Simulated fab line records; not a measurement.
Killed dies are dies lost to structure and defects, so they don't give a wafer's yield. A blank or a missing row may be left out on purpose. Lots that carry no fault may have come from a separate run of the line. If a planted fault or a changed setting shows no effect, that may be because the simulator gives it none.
Which tool is to blame? | flow n5-finfet | 27 wafers from 9 lots sampled at 5 of the route's 1938 steps

## WHAT THE GAUGES SHOWED, per wafer
N5_BEOL_M4_RC_MEAS_101. Usual: DIBL_N 37.2 mV/V, standard deviation 2.5; DIBL_P 38 mV/V, standard deviation 3; IOFF_N 0.17 nA/um, standard deviation 0.044; IOFF_P 0.24 nA/um, standard deviation 0.059; ION_N 667 uA/um, standard deviation 13; ION_P 461 uA/um, standard deviation 7.9; SS_N 71.8 mV/dec, standard deviation 0.86; SS_P 73.6 mV/dec, standard deviation 0.92; VT_N 250 mV, standard deviation 4.1; VT_P -249 mV, standard deviation 3.9.
lot  | measured     | on        | DIBL_N (mV/V)  | DIBL_P (mV/V) | IOFF_N (nA/um) | IOFF_P (nA/um) | ION_N (uA/um) | ION_P (uA/um) | SS_N (mV/dec)  | SS_P (mV/dec)  | VT_N (mV)   | VT_P (mV)      | flag
L660 | day 8 07:10  | prober-01 | 39.1 36.4 34.9 | 38 37 35      | 0.18 0.15 0.12 | 0.21 0.22 0.18 | 668 665 660   | 455 457 452   | 71.8 71.4 71.3 | 73.7 73.9 73.1 | 252 250 252 | -252 -252 -254 |
L669 | day 10 06:31 | prober-02 | 38.5 37.0 39.3 | 41 38 41      | 0.19 0.17 0.20 | 0.27 0.23 0.28 | 672 666 677   | 464 463 466   | 72.4 71.6 72.4 | 74.5 73.1 74.2 | 252 249 250 | -248 -248 -246 |
L670 | day 10 17:22 | prober-01 | 38.9 35.6 34.8 | 40 37 35      | 0.23 0.16 0.14 | 0.27 0.22 0.18 | 681 665 657   | 462 454 449   | 73.0 72.6 71.6 | 74.5 73.7 72.8 | 246 251 254 | -250 -251 -253 |
L671 | day 11 02:34 | prober-02 | 38.9 36.1 36.7 | 40 38 39      | 0.21 0.15 0.16 | 0.27 0.23 0.23 | 679 646 671   | 464 446 465   | 72.4 71.6 71.4 | 74.0 74.0 73.3 | 248 252 250 | -246 -253 -249 |
L672 | day 11 13:14 | prober-01 | 43.1 33.8 40.1 | 43 32 40      | 0.26 0.10 0.21 | 0.44 0.21 0.39 | 691 654 676   | 484 476 478   | 73.7 71.2 72.3 | 75.0 71.1 74.7 | 245 260 246 | -238 -247 -237 |
L679 | day 12 23:52 | prober-01 | 35.6 36.4 34.8 | 36 38 36      | 0.15 0.16 0.13 | 0.21 0.24 0.21 | 666 681 660   | 459 469 453   | 71.2 71.0 71.4 | 72.4 72.7 72.3 | 251 251 254 | -251 -248 -252 |
L680 | day 13 02:53 | prober-01 | 37.1 35.6 39.0 | 36 36 39      | 0.14 0.14 0.18 | 0.22 0.22 0.28 | 651 666 665   | 452 464 464   | 71.5 71.0 72.2 | 73.0 73.4 74.2 | 254 250 249 | -248 -249 -247 |
L681 | day 13 20:24 | prober-02 | 33.1 39.4 39.1 | 34 41 41      | 0.11 0.19 0.20 | 0.16 0.26 0.26 | 650 654 675   | 452 452 460   | 71.2 72.3 73.1 | 73.1 74.4 73.7 | 255 251 248 | -253 -251 -250 |
L683 | day 14 02:14 | prober-02 | 32.1 32.5 34.2 | 33 32 36      | 0.11 0.11 0.14 | 0.15 0.15 0.19 | 655 664 672   | 449 453 465   | 70.3 70.4 70.5 | 71.7 72.1 72.6 | 254 255 252 | -254 -256 -251 |

N5_BEOL_M7_OCD_MEAS_38. Usual: trench-depth-nm reads 93.0 nm (standard deviation 2.2).
lot  | measured     | on     | trench-depth-nm (nm) | flag
L660 | day 9 07:58  | ocd-01 | 93.8 92.5 94.1       |
L669 | day 11 14:08 | ocd-01 | 96.3 96.3 93.0       |
L670 | day 11 17:52 | ocd-01 | 0 0 0.7              | OFF
L671 | day 12 04:53 | ocd-01 | 0.2 0 0              | OFF
L672 | day 12 14:19 | ocd-01 | 0.5 0.2 0            | OFF
L679 | day 13 21:44 | ocd-01 | 91.3 92.6 90.3       |
L680 | day 14 03:52 | ocd-01 | 93.9 93.4 91.8       |
L681 | day 15 07:00 | ocd-01 | 92.9 95.1 92.4       |
L683 | day 15 09:02 | ocd-02 | 93.9 93.6 93.8       |

## TOOL THAT RAN EACH LOT (tool first, then ch and the chambers of the sampled wafers, then the start)
lot  | N5_BEOL_M7_ETCH_61                 | N5_BEOL_M7_TRENCH_ETCH_37          | N5_BEOL_M7_ETCH_41
L660 | rie-diel-03 ch 0,2,3, day 9 06:28  | rie-diel-01 ch 1,2,3, day 9 07:49  | rie-diel-01 ch 1,2,3, day 9 07:58 or earlier
L669 | rie-diel-03 ch 0,2,3, day 11 10:04 | rie-diel-03 ch 0,1, day 11 13:59   | rie-diel-03 ch 0,1, day 11 14:08 or earlier
L670 | rie-diel-05 ch 2,3, day 11 14:58   | rie-diel-03 ch 0,2, day 11 17:42   | rie-diel-03 ch 0,2, day 11 17:52 or earlier
L671 | rie-diel-05 ch 1,2, day 12 03:17   | rie-diel-03 ch 1,2,3, day 12 04:44 | rie-diel-03 ch 1,2,3, day 12 04:53 or earlier
L672 | rie-diel-03 ch 0,2, day 12 12:32   | rie-diel-03 ch 0,2,3, day 12 14:10 | rie-diel-03 ch 0,2,3, day 12 14:19 or earlier
L679 | rie-diel-05 ch 0,1,2, day 13 19:54 | rie-diel-03 ch 1,2, day 13 21:34   | rie-diel-03 ch 1,2, day 13 21:44 or earlier
L680 | rie-diel-01 ch 1,2, day 14 02:07   | rie-diel-03 ch 0,3, day 14 03:42   | rie-diel-03 ch 0,3, day 14 03:52 or earlier
L681 | rie-diel-03 ch 0,1, day 14 23:33   | rie-diel-03 ch 0,1,3, day 15 06:50 | rie-diel-03 ch 0,1,3, day 15 07:00 or earlier
L683 | rie-diel-05 ch 0,1, day 15 07:17   | rie-diel-01 ch 2,3, day 15 08:53   | rie-diel-01 ch 2,3, day 15 09:02 or earlier
- N5_BEOL_M7_ETCH_61: etches SiARC in CF4, target depth 45.5 nm, time 75.8 s.
- N5_BEOL_M7_TRENCH_ETCH_37: etches SiCOH lowk in C4F6/O2, target depth 93.478 nm, time 31.2 s.
- N5_BEOL_M7_ETCH_41: etches SiCN in CH3F/O2, target depth 31.9 nm, time 57.8 s.

## AS READ BY THE TOOLS THEMSELVES (means over the sampled wafers that have a number; for cases with no such wafer, the mark the record gives instead)
N5_BEOL_M7_ETCH_61. Usual: bias-w 36.01 W, standard deviation 0.11; cf4-flow-sccm 100.0 sccm, standard deviation 0.31; drypump-motor-current-A 5.7 A, standard deviation 0.48; etch-rf-on-time-s 76.7 s, standard deviation 2.2; oes-product-au 0.68 a.u., standard deviation 0.067; rf-vpp-V 184.0 V, standard deviation 1.1; showerhead-plenum-p-Torr 2.13 Torr, standard deviation 0.066; throttle-valve-pct 15.50 %, standard deviation 0.25.
lot  | tool        | bias-w (W) | cf4-flow-sccm (sccm) | drypump-motor-current-A (A) | etch-rf-on-time-s (s) | oes-product-au (a.u.) | rf-vpp-V (V) | showerhead-plenum-p-Torr (Torr) | throttle-valve-pct (%) | flag
L660 | rie-diel-03 | 35.99      | 100.0                | 6.1                         | 75.5                  | 0.71                  | 185.3        | 2.19                            | 15.42                  |
L669 | rie-diel-03 | 35.94      | 99.8                 | 6.1                         | 76.3                  | 0.69                  | 185.1        | 2.18                            | 15.47                  |
L670 | rie-diel-05 | 35.97      | 100.0                | 5.6                         | 78.0                  | 0.63                  | 184.6        | 2.16                            | 15.87                  |
L671 | rie-diel-05 | 36.11      | 100.0                | 5.3                         | 76.0                  | 0.74                  | 183.7        | 2.10                            | 15.39                  |
L672 | rie-diel-03 | 35.93      | 99.7                 | 5.9                         | 76.3                  | 0.65                  | 183.7        | 2.14                            | 15.54                  |
L679 | rie-diel-05 | 36.04      | 99.8                 | 5.4                         | 76.7                  | 0.69                  | 184.2        | 2.09                            | 15.42                  |
L680 | rie-diel-01 | 36.09      | 100.1                | 5.3                         | 76.7                  | 0.71                  | 183.7        | 2.08                            | 15.30                  |
L681 | rie-diel-03 | 36.09      | 99.6                 | 6.3                         | 77.2                  | 0.65                  | 183.7        | 2.12                            | 15.63                  |
L683 | rie-diel-05 | 35.96      | 100.1                | 5.4                         | 77.2                  | 0.65                  | 184.4        | 2.08                            | 15.46                  |

N5_BEOL_M7_TRENCH_ETCH_37. Usual: C4F6_flow_sccm 10.00 sccm, standard deviation 0.031; O2_flow_sccm 10.002 sccm, standard deviation 0.027; drypump-motor-current-A 5.8 A, standard deviation 0.49; oes-product-au 0.80 a.u., standard deviation 0.075; rf-vpp-V 667 V, standard deviation 24; showerhead-plenum-p-Torr 2.85 Torr, standard deviation 0.09; throttle-valve-pct 20.87 %, standard deviation 0.2.
lot  | tool        | C4F6_flow_sccm (sccm) | O2_flow_sccm (sccm) | drypump-motor-current-A (A) | oes-product-au (a.u.) | rf-vpp-V (V) | showerhead-plenum-p-Torr (Torr) | throttle-valve-pct (%) | flag
L660 | rie-diel-01 | 10.00                 | 10.003              | 5.6                         | 0.87                  | 665          | 2.84                            | 20.78                  |
L669 | rie-diel-03 | 9.98                  | 10.000              | 6.2                         | 0.80                  | 689          | 2.83                            | 20.87                  |
L670 | rie-diel-03 | -                     | -                   | -                           | -                     | -            | -                               | -                      | OFF
L671 | rie-diel-03 | -                     | -                   | -                           | -                     | -            | -                               | -                      | OFF
L672 | rie-diel-03 | -                     | -                   | -                           | -                     | -            | -                               | -                      | OFF
L679 | rie-diel-03 | 10.01                 | 10.014              | 6.3                         | 0.73                  | 673          | 2.81                            | 20.88                  |
L680 | rie-diel-03 | 10.02                 | 9.996               | 6.4                         | 0.82                  | 666          | 2.97                            | 20.95                  |
L681 | rie-diel-03 | 10.02                 | 9.989               | 6.4                         | 0.78                  | 676          | 2.88                            | 20.93                  |
L683 | rie-diel-01 | 10.02                 | 10.006              | 5.5                         | 0.83                  | 664          | 2.82                            | 20.87                  |

N5_BEOL_M7_ETCH_41. Usual: CH3F_flow_sccm 30.01 sccm, standard deviation 0.094; O2_flow_sccm 20.00 sccm, standard deviation 0.059; drypump-motor-current-A 5.8 A, standard deviation 0.49; oes-product-au 0.80 a.u., standard deviation 0.076; rf-vpp-V 297.2 V, standard deviation 1.3; showerhead-plenum-p-Torr 2.00 Torr, standard deviation 0.064; throttle-valve-pct 16.25 %, standard deviation 0.2.
lot  | tool        | CH3F_flow_sccm (sccm) | O2_flow_sccm (sccm) | drypump-motor-current-A (A) | oes-product-au (a.u.) | rf-vpp-V (V) | showerhead-plenum-p-Torr (Torr) | throttle-valve-pct (%) | flag
L660 | rie-diel-01 | 30.04                 | 19.98               | 5.5                         | 0.88                  | 297.5        | 2.00                            | 16.12                  |
L669 | rie-diel-03 | 29.92                 | 20.01               | 6.2                         | 0.80                  | 297.1        | 1.99                            | 16.28                  |
L670 | rie-diel-03 | 30.02                 | 19.97               | 5.9                         | 0.77                  | 298.6        | 2.01                            | 16.29                  |
L671 | rie-diel-03 | 30.01                 | 20.04               | 6.3                         | 0.78                  | 297.8        | 2.03                            | 16.27                  |
L672 | rie-diel-03 | 30.05                 | 19.97               | 6.1                         | 0.80                  | 298.1        | 2.05                            | 16.26                  |
L679 | rie-diel-03 | 30.04                 | 19.94               | 6.3                         | 0.73                  | 296.7        | 1.98                            | 16.35                  |
L680 | rie-diel-03 | 30.09                 | 20.03               | 6.4                         | 0.82                  | 299.2        | 2.09                            | 16.25                  |
L681 | rie-diel-03 | 29.91                 | 19.98               | 6.4                         | 0.77                  | 298.1        | 2.02                            | 16.30                  |
L683 | rie-diel-01 | 29.93                 | 20.02               | 5.5                         | 0.82                  | 297.2        | 1.98                            | 16.20                  |

## THE ANSWER, worked out from the rows above alone
Rule: a lot is off if the mean of its wafers that have a number lies more than 3 standard deviations from the usual mean. A lot without any number at a reading at which 4 lots or more have one is off too. All remaining lots with rows at the step are treated as sound. After the gauges, taken in route order, come the tools' own readings; for these a lot's mean is taken, as printed above. The first step at which some lot is off is used, and at that step the reading that is off furthest; a lot without a number counts as furthest.
Off: L670, L671, L672, at N5_BEOL_M7_OCD_MEAS_38 (trench-depth-nm).
A tool fits if, at a process step before that reading, it ran every lot that is off, and no sound lot after the first of them. Not tried: the gauges at N5_BEOL_M7_OCD_MEAS_38; whatever is off there is also off at N5_BEOL_M7_TRENCH_ETCH_37, on other tools, and gauge error can't account for it. Because N5_BEOL_M7_ETCH_41 lacks a start for some lots, the hours and order of its lots are taken from N5_BEOL_M7_OCD_MEAS_38. No candidate that was tried fits.

## WHAT WAS PUT IN BY THE SIMULATOR
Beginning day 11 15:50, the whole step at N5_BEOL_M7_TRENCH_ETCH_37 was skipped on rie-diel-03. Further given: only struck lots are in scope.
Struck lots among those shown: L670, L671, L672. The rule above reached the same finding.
